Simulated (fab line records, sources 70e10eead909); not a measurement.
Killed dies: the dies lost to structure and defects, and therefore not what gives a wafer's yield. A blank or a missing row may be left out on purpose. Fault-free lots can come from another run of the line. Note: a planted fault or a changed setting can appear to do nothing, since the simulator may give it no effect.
2 desks looking at one fault / flow nand_harc / only its own numbers are on each desk; what lay behind them is given at the end

== FROM THE METROLOGY DESK ==
Lot by lot, what the gauges showed, no matter which tool ran the lot: averages of those sampled wafers that carry a number. The brackets show how far a lot's mean lies from the usual mean; more than 4 standard deviations puts the lot out of limits, marked OUT.
Columns: A = cd_nm at NHARC_P_GATE_CD_MEAS_46, usual 721.1 nm
lot=L136; first seen here=day 6 04:50; A=721.7
lot=L135; first seen here=day 6 05:00; A=721.2
lot=L138; first seen here=day 7 05:28; A=719.9
lot=L137; first seen here=day 7 07:43; A=720.3
lot=L139; first seen here=day 7 23:19; A=721.0
lot=L141; first seen here=day 8 12:28; A=722.2
lot=L143; first seen here=day 9 02:34; A=721.0
lot=L145; first seen here=day 10 03:03; A=719.2
lot=L147; first seen here=day 11 03:28; A=720.2
lot=L152; first seen here=day 12 22:29; A=721.6
lot=L156; first seen here=day 14 14:39; A=731.8 (+6.7) OUT
lot=L157; first seen here=day 15 06:17; A=729.9 (+5.5) OUT
This desk finds L156, L157 out of limits, L156 being first, at day 14 14:39 (cd_nm at NHARC_P_GATE_CD_MEAS_46). Within limits: L136, L135, L138, L137, L139, L141, L143, L145, L147, L152.

== THE TOOL OWNER'S DESK: litho_track-07 ==
The tool's own readings at NHARC_P_GATE_PEB_44 (peb time 85 s): means of the sampled wafers that have a number, for each lot that ran on this tool. The brackets show how far a lot's mean lies from the usual mean; more than 4 standard deviations puts the lot out of limits, marked OUT.
Columns: A = exhaust_pa at NHARC_P_GATE_PEB_44, usual 45.0 Pa; B = heater_power_total_W at NHARC_P_GATE_PEB_44, usual 163.97 W; C = plate_temp_C at NHARC_P_GATE_PEB_44, usual 118.03 C
lot=L138; first seen here=day 7 05:22; A=44.6; B=163.85; C=118.01
lot=L139; first seen here=day 7 23:13; A=44.2; B=164.21; C=117.98
lot=L141; first seen here=day 8 12:22; A=44.3; B=164.02; C=117.97
lot=L147; first seen here=day 11 03:22; A=45.2; B=164.07; C=117.98
lot=L156; first seen here=day 14 14:34; A=45.7; B=182.55 (+71) OUT; C=128.35 (+79) OUT
lot=L157; first seen here=day 15 06:11; A=44.9; B=182.69 (+72) OUT; C=128.21 (+78) OUT
This desk finds L156, L157 out of limits, L156 being first, at day 14 14:34 (heater_power_total_W at NHARC_P_GATE_PEB_44). Within limits: L138, L139, L141, L147.

== TAKEN TOGETHER ==
The tool owner's desk could have raised an alarm at day 14 14:34, on L156, L157.
An alarm was possible from the metrology desk at day 14 14:39, on L156, L157.
All the named lots went through NHARC_P_GATE_PEB_44 on litho_track-07.

== WHAT THE SIMULATOR HAD INSERTED ==
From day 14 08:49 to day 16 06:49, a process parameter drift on litho_track-07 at NHARC_P_GATE_PEB_44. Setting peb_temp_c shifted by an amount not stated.
Shown lots that were struck: L156, L157.
Fault start to first reading out of limits, in hours, per desk: tool owner, 6; metrology, 6.
